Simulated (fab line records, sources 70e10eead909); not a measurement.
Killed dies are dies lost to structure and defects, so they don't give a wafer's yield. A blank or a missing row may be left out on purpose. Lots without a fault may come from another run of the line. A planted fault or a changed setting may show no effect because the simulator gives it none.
fab line records | flow nand_harc | part 1 of 2: steps 1 to 4 of 6
record lots=20 wafers=60 last_day=33
route steps=1302 shown A_CHANNEL_HOLE_D2@586 A_CHANNEL_FILL_D2@619 A_STAIRCASE@668
lots that met no fault: from a run of the same line without faults
start_h: hours from the record's first day to the start of the lot's first wafer shown | wait_h: hours since the lot's step before | " the same as in the row above | L1.1+2: a row that stands for several wafers | - no value, or no start given | * or withheld: withheld | < > ~ a bound
route shown NAME@n: a module of which the file shows steps, and the number in the route of the first | usual: mean/standard deviation of fault-free wafers | same: alike in all rows | chamber/n: place in a boat | sites: the reading at each site | _std_site: their standard deviation | _edge_site: outer sites' mean less inner sites' | radius_mm: how far each site lies from the wafer's centre | mask NAME#n: copy n | behind: the tool/chamber that last shaped the wafer | hold: why the lot was held/for how many hours/how that ended | device: the transistor (n, p or np) that didn't switch | end of line: the same wafers' tests at the end of the route | a step without rows: its recipe alone | killed: dies lost to structure and defects at the first sort, not the wafer's yield | map: a wafer's dies, x killed, . not, _ none there
set.NAME: the setting as run; set.NAME@STEP: as run at that earlier step | model.NAME: the simulator's own value behind a step, which no gauge read
steps of the route over a sample of lots; a table a step, a row a wafer
services: from which hour (start_h, from the record's first day; less than 0 if before it) a tool's chamber was out of use, for how many hours, and why
## steps
# step NHARC_A_CHANNEL_HOLE_D2_ETCH_38
# recipe target_depth_a=390 over_etch_frac=0.3 time_s=65 ion_energy_ev=80 cf4_flow_sccm=150 ar_flow_sccm=0 rf_w=300 bias_w=100 chemistry=CF4
# usual drypump_motor_current_A=5.66/0.29 mfc_ar_sccm=0.008/0.014 oes_product_au=0.998/0.011 rf_vpp_V=151.4/1.2 showerhead_plenum_p_Torr=1.78/0.07 throttle_valve_pct=13.285/0.0098
# columns lot.wafer tool chamber start_h wait_h drypump_motor_current_A mfc_ar_sccm oes_product_au rf_hours_counter_h rf_vpp_V showerhead_plenum_p_Torr throttle_valve_pct
L074.1 rie_diel-01 2 307.71 0.1 5.26 0.003 0.994 5.6 150.8 1.71 13.287
L074.4 " 0 " " 5.86 0 0.999 4.1 150.9 1.80 13.294
L074.6 " 3 " " 5.21 0.004 0.995 - 152.3 1.85 13.274
L075.2 rie_diel-10 3 308.95 0.1 5.43 0.044 0.982 2.5 153.5 1.89 13.285
L075.5 " 1 " " 5.63 0.006 0.999 - 150.3 1.74 13.278
L075.6 " 2 " " 5.68 0 0.985 - 152.2 1.77 13.272
L076.2 rie_diel-10 3 310.85 0.1 5.40 0.044 0.990 3.1 152.2 1.89 13.288
L076.6 " 3 " " 5.41 0.044 0.985 - 151.8 1.89 13.280
L076.5 " 0 " " 5.75 0.002 1.006 - 152.0 1.88 13.296
L077.2 rie_diel-01 2 334.04 0.1 5.25 0.003 1.002 6.5 150.9 1.71 13.284
L077.4 " 0 " " 5.85 0 1.002 5.2 152.0 1.80 13.285
L077.6 " 1 " " 6.16 0.018 0.998 - 150.5 1.70 13.281
L078.3 rie_diel-11 3 334.20 0.1 5.64 0 0.997 1.4 149.2 1.73 13.284
L078.4 " 0 " " 5.93 0 1.010 0.9 150.9 1.82 13.262
L078.6 " 0 " " 5.97 0 1.013 - 151.6 1.82 13.285
L079.3 rie_diel-11 2 335.97 0.1 5.88 0 1.003 2.0 150.4 1.71 13.261
L079.2 " 3 " " 5.64 0 1.011 2.0 151.4 1.73 13.267
L079.1 " 0 " " 5.93 0 1.012 1.4 151.4 1.82 13.301
L080.1 rie_diel-11 0 348.98 0.1 5.95 0 1.010 3.4 151.7 1.82 13.290
L080.3 " 3 " " 5.61 0 1.008 4.9 151.4 1.73 13.281
L080.5 " 0 " " 5.94 0 1.004 - 151.4 1.82 13.277
L082.2 rie_diel-10 0 355.37 0.1 5.75 0.002 0.993 5.4 151.8 1.88 13.268
L082.1 " 2 " " 5.67 0 0.986 5.0 150.9 1.77 13.293
L082.5 " 0 " " 5.77 0.002 1.007 - 152.0 1.88 13.274
L083.2 rie_diel-01 2 393.02 0.1 5.28 0.003 0.995 0.1 150.9 1.71 13.286
L083.4 " 3 " " 5.23 0.004 0.998 0.1 152.0 1.85 13.294
L083.5 " 3 " " 5.26 0.004 0.991 - 151.3 1.85 13.273
L084.3 rie_diel-10 2 393.38 0.1 5.71 0 0.987 6.8 149.7 1.76 13.288
L084.1 " 3 " " 5.41 0.044 1.001 6.7 152.7 1.89 13.294
L084.6 " 2 " " 5.74 0 0.987 - 150.0 1.76 13.290
L086.1 rie_diel-01 1 408.48 0.1 6.18 0.018 1.018 0.9 150.3 1.70 13.277
L086.3 " 3 " " 5.23 0.004 0.990 0.9 152.6 1.85 13.303
L086.4 " 0 " " 5.85 0 1.029 0.8 151.8 1.80 13.274
L087.4 rie_diel-10 0 434.17 0.1 5.78 0.002 0.987 0.0 151.8 1.87 13.288
L087.1 " 1 " " 5.62 0.006 0.990 0.0 150.2 1.74 13.294
L087.6 " 3 " " 5.41 0.044 0.981 - 152.5 1.89 13.304
L088.1 rie_diel-01 0 448.22 0.1 5.82 0 1.020 2.0 151.2 1.80 13.275
L088.2 " 1 " " 6.14 0.018 1.010 2.5 151.2 1.70 13.291
L088.5 " 3 " " 5.27 0.004 0.989 - 152.0 1.85 13.263
L089.3 rie_diel-10 2 448.89 0.1 5.68 0 0.989 1.1 152.1 1.76 13.298
L089.1 " 0 " " 5.77 0.002 0.988 0.7 152.3 1.87 13.276
L089.6 " 2 " " 5.67 0 0.990 - 150.2 1.76 13.280
L092.4 rie_diel-10 2 473.58 0.1 5.74 0 0.986 2.6 153.2 1.76 13.271
L092.6 " 3 " " 5.45 0.044 1.002 - 153.0 1.89 13.283
L092.5 " 0 " " 5.73 0.002 0.997 - 152.6 1.87 13.304
L093.2 rie_diel-01 3 482.10 0.1 5.24 0.004 0.984 4.4 153.8 1.85 13.292
L093.3 " 2 " " 5.27 0.003 0.989 5.0 151.4 1.71 13.284
L093.6 " 0 " " 5.83 0 1.015 - 153.4 1.80 13.291
L094.4 rie_diel-01 2 501.66 0.1 5.24 0.003 1.011 6.1 150.0 1.71 13.292
L094.1 " 3 " " 5.26 0.004 0.987 5.5 151.5 1.85 13.284
L094.3 " 1 " " 6.14 0.018 1.007 4.8 150.7 1.70 13.298
L096.4 rie_diel-11 2 502.24 0.1 5.90 0 1.002 3.1 150.0 1.71 13.302
L096.3 " 3 " " 5.64 0 0.999 2.9 150.3 1.73 13.275
L096.2 " 0 " " 5.98 0 1.007 2.0 152.9 1.82 13.274
L095.3 rie_diel-10 2 514.04 0.1 5.71 0 1.002 4.1 151.5 1.76 13.266
L095.5 " 3 " " 5.40 0.044 0.996 - 153.9 1.88 13.273
L095.6 " 0 " " 5.75 0.002 1.006 - 152.4 1.87 13.286
L097.2 rie_diel-10 0 522.06 0.1 5.76 0.002 0.993 4.8 151.5 1.87 13.285
L097.1 " 1 " " 5.64 0.006 0.991 5.1 152.2 1.74 13.280
L097.5 " 2 " " 5.70 0 0.998 - 150.9 1.76 13.277
# step NHARC_A_CHANNEL_HOLE_D2_ETCH_44
# recipe target_depth_a=1400 overetch_a=140 time_s=77 ion_energy_ev=100 cf4_flow_sccm=80 o2_flow_sccm=20 ar_flow_sccm=0 rf_w=300 bias_w=100 chemistry=CF4/O2
# usual drypump_motor_current_A=5.7/0.3 mfc_ar_sccm=0.007/0.012 oes_product_au=0.999/0.011 rf_vpp_V=198.0/1.4 showerhead_plenum_p_Torr=1.34/0.054 throttle_valve_pct=13.397/0.0093
# columns lot.wafer tool chamber start_h wait_h drypump_motor_current_A mfc_ar_sccm oes_product_au rf_hours_counter_h rf_vpp_V showerhead_plenum_p_Torr throttle_valve_pct
L074.1 rie_diel-01 1 313.71 0.1 6.2 0.018 1.000 5.0 195.9 1.28 13.404
L074.4 " 2 " " 5.2 0.003 0.988 6.2 195.8 1.29 13.399
L074.6 " 3 " " 5.2 0.004 0.994 - 198.7 1.40 13.392
L075.2 rie_diel-11 3 314.82 0.1 5.6 0 0.990 0.3 197.9 1.31 13.389
L075.6 " 2 " " 5.9 0 1.008 - 197.1 1.29 13.367
L075.5 " 3 " " 5.6 0 0.989 - 198.1 1.31 13.410
L076.2 rie_diel-01 3 317.86 0.1 5.2 0.004 1.003 5.2 200.3 1.40 13.411
L076.6 " 3 " " 5.3 0.004 0.994 - 200.2 1.40 13.398
L076.5 " 0 " " 5.8 0 1.006 - 196.1 1.36 13.401
L077.2 rie_diel-10 2 339.85 0.1 5.7 0 0.990 4.1 199.4 1.33 13.384
L077.4 " 1 " " 5.6 0.006 0.987 4.4 196.4 1.31 13.390
L077.6 " 3 " " 5.4 0.044 0.989 - 199.6 1.43 13.393
L078.3 rie_diel-11 2 340.69 0.1 5.9 0 1.000 2.4 197.4 1.29 13.390
L078.4 " 3 " " 5.6 0 1.001 2.6 196.8 1.31 13.388
L078.6 " 2 " " 5.9 0 0.998 - 197.9 1.29 13.396
L079.1 rie_diel-10 2 344.02 0.1 5.7 0 0.998 4.2 201.0 1.33 13.383
L079.2 " 3 " " 5.4 0.044 0.998 4.5 200.5 1.43 13.395
L079.3 " 0 " " 5.8 0.002 1.005 4.9 199.1 1.42 13.408
L080.1 rie_diel-11 3 355.87 0.1 5.6 0 0.996 5.4 198.0 1.31 13.397
L080.3 " 0 " " 6.0 0 1.005 4.2 198.2 1.38 13.389
L080.5 " 2 " " 5.9 0 0.999 - 196.9 1.29 13.400
L082.1 rie_diel-01 0 361.19 0.0 5.8 0 0.991 7.6 196.6 1.36 13.397
L082.2 " 1 " " 6.2 0.018 0.988 7.3 198.2 1.28 13.392
L082.5 " 0 " " 5.9 0 1.001 - 198.4 1.36 13.389
L083.2 rie_diel-10 3 401.17 0.1 5.4 0.044 0.992 7.3 199.6 1.43 13.405
L083.4 " 0 " " 5.7 0.002 0.997 7.3 200.4 1.42 13.387
L083.5 " 3 " " 5.4 0.044 0.996 - 198.4 1.43 13.394
L084.3 rie_diel-01 2 402.68 0.1 5.3 0.003 1.002 0.8 197.6 1.29 13.402
L084.1 " 3 " " 5.2 0.004 0.998 0.7 199.1 1.40 13.388
L084.6 " 2 " " 5.3 0.003 1.002 - 197.9 1.29 13.423
L086.1 rie_diel-11 0 414.30 0.0 6.0 0 1.006 6.9 199.0 1.37 13.413
L086.3 " 1 " " 6.2 0.005 1.006 6.9 196.2 1.28 13.387
L086.4 " 3 " " 5.6 0 0.998 8.6 196.5 1.31 13.394
L087.4 rie_diel-01 0 439.98 0.1 5.8 0 1.023 1.8 198.4 1.36 13.402
L087.1 " 2 " " 5.2 0.003 1.005 2.5 196.3 1.29 13.396
L087.6 " 0 " " 5.9 0 1.015 - 197.5 1.36 13.405
L088.2 rie_diel-10 0 454.02 0.1 5.8 0.002 0.984 1.4 201.3 1.42 13.399
L088.1 " 1 " " 5.6 0.006 1.004 1.4 197.5 1.31 13.409
L088.5 " 0 " " 5.8 0.002 0.998 - 200.2 1.42 13.416
L089.1 rie_diel-11 2 455.28 0.1 5.9 0 1.026 10.3 196.9 1.29 13.409
L089.3 " 3 " " 5.6 0 1.010 10.3 197.0 1.31 13.389
L089.6 " 1 " " 6.2 0.005 0.996 - 196.6 1.28 13.397
L092.4 rie_diel-11 1 481.68 0.1 6.3 0.005 1.004 0.8 195.3 1.28 13.403
L092.5 " 3 " " 5.6 0 1.005 - 197.1 1.31 13.391
L092.6 " 0 " " 6.0 0 1.003 - 199.7 1.37 13.420
L093.2 rie_diel-01 3 489.31 0.1 5.3 0.004 0.982 5.2 199.1 1.40 13.397
L093.3 " 1 " " 6.2 0.018 1.027 4.6 197.5 1.28 13.381
L093.6 " 0 " " 5.8 0 1.013 - 197.8 1.36 13.390
L094.4 rie_diel-10 0 510.37 0.0 5.7 0.002 0.990 3.6 199.1 1.42 13.409
L094.3 " 1 " " 5.6 0.006 0.981 4.0 196.7 1.31 13.399
L094.1 " 2 " " 5.7 0 0.985 3.9 198.7 1.33 13.393
L096.2 rie_diel-11 1 510.39 0.0 6.3 0.005 1.001 3.6 196.6 1.28 13.408
L096.4 " 3 " " 5.6 0 1.011 4.0 197.9 1.31 13.405
L096.3 " 0 " " 5.9 0 1.017 3.2 199.2 1.37 13.389
L095.3 rie_diel-01 3 519.86 0.1 5.3 0.004 0.978 7.6 198.6 1.40 13.389
L095.5 " 2 " " 5.3 0.003 0.994 - 197.7 1.29 13.409
L095.6 " 3 " " 5.3 0.004 0.971 - 199.2 1.40 13.387
L097.2 rie_diel-11 2 527.88 0.1 5.9 0 1.006 4.9 196.5 1.29 13.401
L097.1 " 0 " " 5.9 0 1.015 3.5 198.0 1.37 13.401
L097.5 " 2 " " 5.9 0 1.001 - 197.2 1.29 13.404
# step NHARC_A_CHANNEL_FILL_D2_ETCHBACK_19
# recipe target_depth_a=50 time_s=1.7 hbr_flow_sccm=150 cl2_flow_sccm=50 rf_w=400 icp_w=400 bias_w=100 chemistry=HBr/Cl2
# usual drypump_motor_current_A=5.5/0.43 oes_product_au=0.999/0.015 throttle_valve_pct=26.405/0.01
# columns lot.wafer tool chamber start_h wait_h drypump_motor_current_A oes_product_au rf_hours_counter_h throttle_valve_pct
L074.1 rie_si-02 3 340.35 0.4 5.6 0.998 0.41 26.421
L074.4 " 1 " " 5.4 0.993 0.36 26.402
L074.6 " 2 " " 5.3 1.009 - 26.412
L076.2 rie_si-05 1 340.35 0.4 6.0 1.006 0.25 26.406
L076.6 " 0 " " 5.7 0.981 - 26.402
L076.5 " 1 " " 6.0 1.004 - 26.417
L075.2 rie_si-03 3 340.35 0.4 5.1 0.994 0.67 26.398
L075.5 " 3 " " 5.1 1.001 - 26.421
L075.6 " 0 " " 5.5 1.008 - 26.387
L079.3 rie_si-02 3 368.13 0.4 5.6 0.997 0.54 26.407
L079.2 " 0 " " 5.5 1.019 0.56 26.384
L079.1 " 2 " " 5.2 0.994 0.49 26.406
L078.4 rie_si-05 2 368.14 0.4 6.6 1.008 0.35 26.396
L078.3 " 0 " " 5.7 0.978 0.32 26.401
L078.6 " 1 " " 6.0 0.992 - 26.390
L077.4 rie_si-03 3 368.15 0.4 5.1 0.983 0.87 26.389
L077.2 " 1 " " 4.9 0.987 0.77 26.415
L077.6 " 3 " " 5.1 0.977 - 26.397
L080.3 rie_si-05 3 380.62 0.4 5.5 0.978 0.35 26.415
L080.1 " 1 " " 6.0 0.992 0.43 26.409
L080.5 " 3 " " 5.5 0.986 - 26.404
L082.2 rie_si-05 1 386.28 0.4 6.0 1.002 0.45 26.406
L082.1 " 3 " " 5.5 0.993 0.38 26.411
L082.5 " 1 " " 6.0 0.989 - 26.404
L084.1 rie_si-02 0 426.52 0.4 5.6 1.028 0.98 26.406
L084.3 " 2 " " 5.3 0.990 0.81 26.412
L084.6 " 0 " " 5.6 1.029 - 26.400
L083.4 rie_si-03 3 426.52 0.4 5.1 0.993 0.10 26.394
L083.2 " 1 " " 4.9 1.016 0.02 26.404
L083.5 " 2 " " 5.2 1.000 - 26.392
L086.1 rie_si-02 0 439.16 0.4 5.5 1.025 1.03 26.411
L086.4 " 2 " " 5.3 0.993 0.85 26.411
L086.3 " 3 " " 5.6 1.001 0.91 26.407
L087.4 rie_si-03 0 468.15 0.4 5.5 0.978 0.34 26.415
L087.1 " 2 " " 5.2 1.006 0.43 26.389
L087.6 " 0 " " 5.5 0.986 - 26.408
L089.3 rie_si-05 1 478.82 0.4 6.1 1.006 1.00 26.403
L089.1 " 2 " " 6.6 1.007 1.13 26.411
L089.6 " 1 " " 6.0 1.005 - 26.408
L088.1 rie_si-03 2 478.83 0.4 5.2 1.014 0.49 26.391
L088.2 " 3 " " 5.1 0.990 0.44 26.393
L088.5 " 1 " " 4.9 1.031 - 26.423
L092.4 rie_si-02 3 506.40 0.4 5.6 0.979 0.18 26.414
L092.6 " 1 " " 5.4 0.980 - 26.418
L092.5 " 2 " " 5.2 0.976 - 26.422
L093.2 rie_si-02 3 514.44 0.4 5.6 0.989 0.20 26.404
L093.3 " 0 " " 5.5 0.989 0.24 26.393
L093.6 " 3 " " 5.5 0.987 - 26.400
L096.2 rie_si-05 2 535.13 0.4 6.6 1.011 0.29 26.397
L096.3 " 2 " " 6.6 1.000 - 26.412
L096.4 " 3 " " 5.5 0.999 - 26.406
L094.1 rie_si-03 1 535.13 0.4 4.9 1.020 0.78 26.405
L094.4 " 2 " " 5.2 1.018 0.81 26.405
L094.3 " 0 " " 5.5 1.006 0.84 26.402
L095.3 rie_si-03 0 549.15 0.4 5.5 1.003 0.86 26.405
L095.6 " 2 " " 5.2 1.019 - 26.418
L095.5 " 3 " " 5.1 0.988 - 26.398
L097.1 rie_si-05 3 554.71 0.4 5.5 1.011 0.34 26.415
L097.2 " 0 " " 5.7 0.991 0.28 26.408
L097.5 " 0 " " 5.7 0.988 - 26.412
# step NHARC_A_CHANNEL_FILL_D2_INSPECT_13
# usual raw_defect_count=346/100
# columns lot.wafer tool chamber start_h wait_h raw_defect_count
L075.2 defect_inspect-02 - 364.99 0.1 336
L075.5 " - " " 353
L075.6 " - " " 382
L076.2 defect_inspect-01 - 365.18 0.2 192
L076.5 " - " " 236
L076.6 " - " " 231
L074.1 defect_inspect-02 - 368.00 0.2 272
L074.4 " - " " 278
L074.6 " - " " 279
L078.3 defect_inspect-01 - 392.06 0.1 430
L078.4 " - " " 569
L078.6 " - " " 364
L077.2 defect_inspect-02 - 392.23 0.1 207
L077.4 " - " " 240
L077.6 " - " " 317
L079.1 defect_inspect-02 - 392.25 0.2 529
L079.2 " - " " 372
L079.3 " - " " 339
L080.1 defect_inspect-02 - 406.92 0.2 399
L080.3 " - " " 502
L080.5 " - " " 401
L082.1 defect_inspect-02 - 410.50 0.2 431
L082.2 " - " " 424
L082.5 " - " " 302
L084.1 defect_inspect-01 - 451.97 0.2 315
L084.3 " - " " 431
L084.6 " - " " 348
L083.2 defect_inspect-02 - 451.97 0.1 263
L083.4 " - " " 173
L083.5 " - " " 280
L086.1 defect_inspect-02 - 464.77 0.2 600
L086.3 " - " " 236
L086.4 " - " " 579
L087.1 defect_inspect-01 - 491.92 0.2 268
L087.4 " - " " 265
L087.6 " - " " 235
L088.1 defect_inspect-02 - 503.25 0.3 438
L088.2 " - " " 363
L088.5 " - " " 483
L089.1 defect_inspect-02 - 503.34 0.2 410
L089.3 " - " " 286
L089.6 " - " " 260
L092.4 defect_inspect-01 - 531.26 0.1 507
L092.5 " - " " 462
L092.6 " - " " 473
L093.2 defect_inspect-02 - 538.67 0.1 308
L093.3 " - " " 355
L093.6 " - " " 336
L094.1 defect_inspect-02 - 560.39 0.2 305
L094.3 " - " " 345
L094.4 " - " " 423
L096.2 defect_inspect-01 - 563.20 0.1 346
L096.3 " - " " 479
L096.4 " - " " 498
L095.3 defect_inspect-01 - 573.33 0.1 309
L095.5 " - " " 258
L095.6 " - " " 628
L097.1 defect_inspect-02 - 578.40 0.2 398
L097.2 " - " " 380
L097.5 " - " " 355
